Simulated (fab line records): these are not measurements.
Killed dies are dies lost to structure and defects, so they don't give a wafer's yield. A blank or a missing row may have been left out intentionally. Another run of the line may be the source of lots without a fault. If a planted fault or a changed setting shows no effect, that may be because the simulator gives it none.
Matching of chambers / flow nand harc / 4 sister chambers for NHARC_A_BLC_STRIP_29 on rie diel-06
The step strips in CF4. 22 wafers are shown with their chamber, then 11 later ones without.

== WAFERS PAIRED WITH THEIR CHAMBERS ==
wafer=L077.2; chamber=1; showerhead plenum p Torr (Torr)=1.81; drypump motor current A (A)=5.7; oes product au (a.u.)=0.997
wafer=L077.3; chamber=3; showerhead plenum p Torr (Torr)=1.84; drypump motor current A (A)=5.2; oes product au (a.u.)=1.007
wafer=L077.4; chamber=0; showerhead plenum p Torr (Torr)=1.67; drypump motor current A (A)=5.0; oes product au (a.u.)=1.011
wafer=L075.3; chamber=2; showerhead plenum p Torr (Torr)=1.66; drypump motor current A (A)=6.5; oes product au (a.u.)=1.018
wafer=L075.5; chamber=3; showerhead plenum p Torr (Torr)=1.84; drypump motor current A (A)=5.2; oes product au (a.u.)=0.986
wafer=L075.6; chamber=2; showerhead plenum p Torr (Torr)=1.67; drypump motor current A (A)=6.5; oes product au (a.u.)=1.015
wafer=L074.3; chamber=1; showerhead plenum p Torr (Torr)=1.81; drypump motor current A (A)=5.7; oes product au (a.u.)=0.995
wafer=L074.4; chamber=3; showerhead plenum p Torr (Torr)=1.84; drypump motor current A (A)=5.2; oes product au (a.u.)=0.995
wafer=L074.6; chamber=1; showerhead plenum p Torr (Torr)=1.81; drypump motor current A (A)=5.6; oes product au (a.u.)=1.000
wafer=L078.2; chamber=1; showerhead plenum p Torr (Torr)=1.81; drypump motor current A (A)=5.7; oes product au (a.u.)=0.992
wafer=L078.4; chamber=3; showerhead plenum p Torr (Torr)=1.84; drypump motor current A (A)=5.2; oes product au (a.u.)=0.993
wafer=L078.5; chamber=2; showerhead plenum p Torr (Torr)=1.67; drypump motor current A (A)=6.6; oes product au (a.u.)=1.019
wafer=L076.1; chamber=3; showerhead plenum p Torr (Torr)=1.84; drypump motor current A (A)=5.2; oes product au (a.u.)=1.001
wafer=L076.2; chamber=2; showerhead plenum p Torr (Torr)=1.66; drypump motor current A (A)=6.6; oes product au (a.u.)=1.017
wafer=L076.5; chamber=1; showerhead plenum p Torr (Torr)=1.81; drypump motor current A (A)=5.7; oes product au (a.u.)=0.995
wafer=L080.1; chamber=2; showerhead plenum p Torr (Torr)=1.66; drypump motor current A (A)=6.5; oes product au (a.u.)=1.029
wafer=L080.2; chamber=3; showerhead plenum p Torr (Torr)=1.84; drypump motor current A (A)=5.2; oes product au (a.u.)=0.999
wafer=L080.3; chamber=1; showerhead plenum p Torr (Torr)=1.81; drypump motor current A (A)=5.7; oes product au (a.u.)=0.987
wafer=L082.1; chamber=2; showerhead plenum p Torr (Torr)=1.66; drypump motor current A (A)=6.5; oes product au (a.u.)=1.019
wafer=L082.3; chamber=0; showerhead plenum p Torr (Torr)=1.67; drypump motor current A (A)=5.0; oes product au (a.u.)=1.012
wafer=L082.6; chamber=1; showerhead plenum p Torr (Torr)=1.81; drypump motor current A (A)=5.7; oes product au (a.u.)=0.999
wafer=L081.1; chamber=2; showerhead plenum p Torr (Torr)=1.66; drypump motor current A (A)=6.5; oes product au (a.u.)=1.025

SIGNATURES, as means of the wafers listed above
reading=showerhead plenum p Torr; chamber 0=1.6700; chamber 1=1.8100; chamber 2=1.6629; chamber 3=1.8400; scatter within a chamber=0.00282
reading=drypump motor current A; chamber 0=5.000; chamber 1=5.686; chamber 2=6.529; chamber 3=5.200; scatter within a chamber=0.0356
reading=oes product au; chamber 0=1.01150; chamber 1=0.99500; chamber 2=1.02029; chamber 3=0.99683; scatter within a chamber=0.0054
Rule: a wafer lies at a distance from a chamber equal to the root of the sum of squares, over the readings, of (its reading less the chamber's mean, divided by the reading's scatter). If the next closest chamber is less than 2 further off than the closest, the wafer can't be placed; otherwise it belongs to the closest. The scatter is the square root of a quotient: the sum, over the shown wafers, of each reading's squared deviation from its chamber's mean, divided by wafers minus chambers.

== WAFERS MISSING THEIR CHAMBER ==
wafer=L081.3; showerhead plenum p Torr (Torr)=1.84; drypump motor current A (A)=5.2; oes product au (a.u.)=1.020
wafer=L081.6; showerhead plenum p Torr (Torr)=1.81; drypump motor current A (A)=5.7; oes product au (a.u.)=1.001
wafer=L083.2; showerhead plenum p Torr (Torr)=1.67; drypump motor current A (A)=5.0; oes product au (a.u.)=1.002
wafer=L083.4; showerhead plenum p Torr (Torr)=1.81; drypump motor current A (A)=5.7; oes product au (a.u.)=0.993
wafer=L083.6; showerhead plenum p Torr (Torr)=1.66; drypump motor current A (A)=6.5; oes product au (a.u.)=1.038
wafer=L085.1; showerhead plenum p Torr (Torr)=1.67; drypump motor current A (A)=5.0; oes product au (a.u.)=0.992
wafer=L085.2; showerhead plenum p Torr (Torr)=1.66; drypump motor current A (A)=6.5; oes product au (a.u.)=1.007
wafer=L085.4; showerhead plenum p Torr (Torr)=1.66; drypump motor current A (A)=6.6; oes product au (a.u.)=1.014
wafer=L096.2; showerhead plenum p Torr (Torr)=1.84; drypump motor current A (A)=5.2; oes product au (a.u.)=1.004
wafer=L096.3; showerhead plenum p Torr (Torr)=1.81; drypump motor current A (A)=5.6; oes product au (a.u.)=0.988
wafer=L096.4; showerhead plenum p Torr (Torr)=1.67; drypump motor current A (A)=5.0; oes product au (a.u.)=1.004

== EACH ONE'S CHAMBER ==
wafer=L081.3; from the rows above=3; in truth=3
wafer=L081.6; from the rows above=1; in truth=1
wafer=L083.2; from the rows above=0; in truth=0
wafer=L083.4; from the rows above=1; in truth=1
wafer=L083.6; from the rows above=2; in truth=2
wafer=L085.1; from the rows above=0; in truth=0
wafer=L085.2; from the rows above=2; in truth=2
wafer=L085.4; from the rows above=2; in truth=2
wafer=L096.2; from the rows above=3; in truth=3
wafer=L096.3; from the rows above=1; in truth=1
wafer=L096.4; from the rows above=0; in truth=0
11 of 11 placed correctly. Left unplaced by these rows: 0. Placed wrongly: 0.
